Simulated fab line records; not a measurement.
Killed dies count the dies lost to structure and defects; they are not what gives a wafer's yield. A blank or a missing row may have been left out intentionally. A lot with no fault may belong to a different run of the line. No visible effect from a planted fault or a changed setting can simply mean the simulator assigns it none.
A lot that was struck, set against a sound lot / flow n5-finfet / 15 steps out of a route of 1938
Sound: the wafers L960.1, L960.4, L960.6. The struck wafers were L967.1, L967.5, L967.6. Last of all comes the cause.
Order at every step that has rows: each side's tool, ch and its chambers, its first start. Under that, the readings that differ: sound wafers / struck wafers / difference of the means / sigmas: that difference in standard deviations of wafers without a fault.
alike: a reading whose means differ by less than 2 such deviations, as well as words and numbers matching on both sides. not compared: withheld readings; readings where some wafer has no value; bounds like >300 that might hide an equal value; numbers whose values overlap and for which the record gives no deviation.
A row with sigmas, a row that says differs or no value, or rows on one side alone: a step with any of these is where the two part. Non-overlapping numbers with no deviation appear without sigmas and do not part them. Lack of a reading on every wafer of one side parts them only where that side has two or more wafers.

first, 8 steps without rows for these wafers: N5_MIM_TOP_LITHO_HMDS_01 (time 60 s); N5_MIM_TOP_LITHO_COAT_02; N5_MIM_TOP_LITHO_EBR_04; N5_MIM_TOP_LITHO_SOFTBAKE_03 (time 90 s); N5_MIM_TOP_LITHO_EXPOSE_05 (exposes mask MIM TOP, target cd 2000 nm); N5_MIM_TOP_LITHO_PEB_06; N5_MIM_TOP_LITHO_DEVELOP_07 (develop time 60 s); N5_MIM_TOP_LITHO_HARDBAKE_09 (time 120 s).
N5_MIM_TOP_LITHO_CD_MEAS_08 targets a cd of 2000 nm.
  sound on cd-sem-02 ch 0, day 13 22:01; struck on cd-sem-03 ch 0, day 14 20:03
  alike: cd-nm
N5_MIM_TOP_LITHO_OVL_MEAS_11:
  sound on overlay-02 ch 0, day 13 22:02; struck on overlay-01 ch 0, day 14 20:05
  alike: MIM_TOP_OVL
N5_MIM_TOP_LITHO_INSPECT_12: inspects for defects (macro).
  sound on defect-inspect-01 at day 13 22:04; struck on defect-inspect-01 at day 14 20:06
  alike: raw-defect-count
N5_MIM_TOP_LITHO_DESCUM_10: chemistry O2, time 7.9 s.
  sound on rie-diel-06 ch 0,1,3, day 13 22:06; struck on rie-diel-05 ch 1,2, day 14 20:21
  alike: drypump-motor-current-A, oes-product-au, rf-vpp-V, showerhead-plenum-p-Torr, throttle-valve-pct
  not compared: rf-hours-counter-h
N5_MIM_TOP_ETCH_ETCH_00: etches TiN in Cl2/BCl3, target depth 38.5 nm.
  sound on rie-metal-01 ch 0,1, day 13 22:11; struck on rie-metal-01 ch 0,1, day 14 20:26
reading=bias-w (W); sound=126.5 126.8 126.9; struck=136.9 136.1 136.2; difference=+9.7; sigmas=+29
reading=model.MIM_TOP_ETCH.feature-depth-nm (nm); sound=37.8 37.8 37.6; struck=39 38.8 39; difference=+1; sigmas=
reading=model.etch.depth-nm (nm); sound=37.88 37.8 37.59; struck=38.95 38.77 38.94; difference=+1.13; sigmas=
  alike: drypump-motor-current-A, he-backside-leak-sccm, oes_ar_750_au, oes-product-au, throttle-valve-pct
  not compared: rf-hours-counter-h
N5_MIM_TOP_ETCH_STRIP_01: strips in O2.
  sound on rie-diel-01 ch 1,2,3, day 13 22:20; struck on rie-diel-01 ch 0,1, day 14 20:34
  alike: drypump-motor-current-A, oes-product-au, rf-vpp-V, showerhead-plenum-p-Torr, throttle-valve-pct
  not compared: rf-hours-counter-h
next, for these wafers, 1 step has no rows: N5_PASSIVATION_PROBE_49.

WHERE THEY PART
N5_MIM_TOP_ETCH_ETCH_00 only, going by this record. Later steps at which nothing parts them and some readings are alike: N5_MIM_TOP_ETCH_STRIP_01.

WHY: what the simulator had put in
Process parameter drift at N5_MIM_TOP_ETCH_ETCH_00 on rie-metal-01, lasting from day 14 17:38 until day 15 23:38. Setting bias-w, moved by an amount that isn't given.
